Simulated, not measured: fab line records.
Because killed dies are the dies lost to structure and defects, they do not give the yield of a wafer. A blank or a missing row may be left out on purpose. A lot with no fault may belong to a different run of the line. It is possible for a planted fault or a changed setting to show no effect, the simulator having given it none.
What tool caused it? ; flow n5Finfet ; 30 wafers from 10 lots sampled at 4 of the route's 1938 steps

WHAT THE GAUGES READ, wafer by wafer
N5_PASSIVATION_OVL_MEAS_63.
lot;measured;on;PAD_OVL (nm)
L261;day 14 12:39;overlay-02;-4 0 0
L259;day 14 18:11;overlay-02;4 -1 3
L262;day 14 20:13;overlay-02;5 12 10
L265;day 15 16:17;overlay-01;0 -8 0
L267;day 16 04:18;overlay-01;5 5 6
L268;day 16 16:04;overlay-01;6 2 4
L270;day 17 00:03;overlay-02;-1 1 -4
L275;day 18 03:52;overlay-02;4 1 6
L278;day 18 10:50;overlay-02;3 1 2
L279;day 19 15:26;overlay-01;7 0 5

EACH LOT AND THE TOOL THAT RAN IT (in order: tool; ch and the chambers of the sampled wafers; start)
lot;N5_BEOL_M6_STRIP_36;N5_MIM_BOT_ETCH_ETCH_04;N5_PASSIVATION_SPUTTER_20
L261;rieDiel-03 ch 2,3, day 11 00:20;rieDiel-05 ch 1,2,3, day 14 07:01;pvdSputter-03, day 14 12:03
L259;rieDiel-03 ch 0,1, day 11 00:44;rieDiel-02 ch 1,3, day 14 12:30;pvdSputter-02, day 14 17:28
L262;rieDiel-02 ch 0,1,3, day 11 05:07;rieDiel-03 ch 0,1,3, day 14 13:08;pvdSputter-03, day 14 19:37
L265;rieDiel-05 ch 0,1, day 11 22:05;rieDiel-05 ch 1,2, day 15 11:30;pvdSputter-01, day 15 15:34
L267;rieDiel-03 ch 1,2, day 12 11:50;rieDiel-05 ch 1,3, day 15 23:23;pvdSputter-01, day 16 03:42
L268;rieDiel-03 ch 0,3, day 13 01:07;rieDiel-02 ch 0,1,2, day 16 10:53;pvdSputter-01, day 16 15:28
L270;rieDiel-03 ch 0,1, day 13 03:07;rieDiel-03 ch 1,3, day 16 18:46;pvdSputter-01, day 16 23:20
L275;rieDiel-03 ch 0,3, day 14 11:16;rieDiel-03 ch 0,2,3, day 17 23:17;pvdSputter-02, day 18 03:16
L278;rieDiel-03 ch 0,1,2, day 14 23:58;rieDiel-03 ch 0,1, day 18 05:16;pvdSputter-02, day 18 10:14
L279;rieDiel-03 ch 0,1,2, day 15 09:56;rieDiel-05 ch 0,2,3, day 19 10:46;pvdSputter-01, day 19 14:42
- N5_BEOL_M6_STRIP_36: strips in N2/H2.
- N5_MIM_BOT_ETCH_ETCH_04: etches SiNx in CF4/O2, target depth 26 nm, time 13 s.
- N5_PASSIVATION_SPUTTER_20: material TaN, target thk 50 nm.

THE ANSWER, worked out from the rows above alone
Rule: the usual values come from the lots themselves. The widest of any qualifying gaps counts: lots, ordered by their means at a reading, are off when they make up no more than a third of the lots, leave a main group of 4 or more, and stand apart from it by 3 or more times the standard deviation of that group's means. A main group whose means are all the same, to the digits that the tables above print for the reading, isn't used. A lot without any number at a reading at which 4 lots or more have one is off too. All remaining lots with rows at the step are treated as sound.
None of the lots is off at any reading shown; this tells nothing.

WHAT THE SIMULATOR HAD INSERTED
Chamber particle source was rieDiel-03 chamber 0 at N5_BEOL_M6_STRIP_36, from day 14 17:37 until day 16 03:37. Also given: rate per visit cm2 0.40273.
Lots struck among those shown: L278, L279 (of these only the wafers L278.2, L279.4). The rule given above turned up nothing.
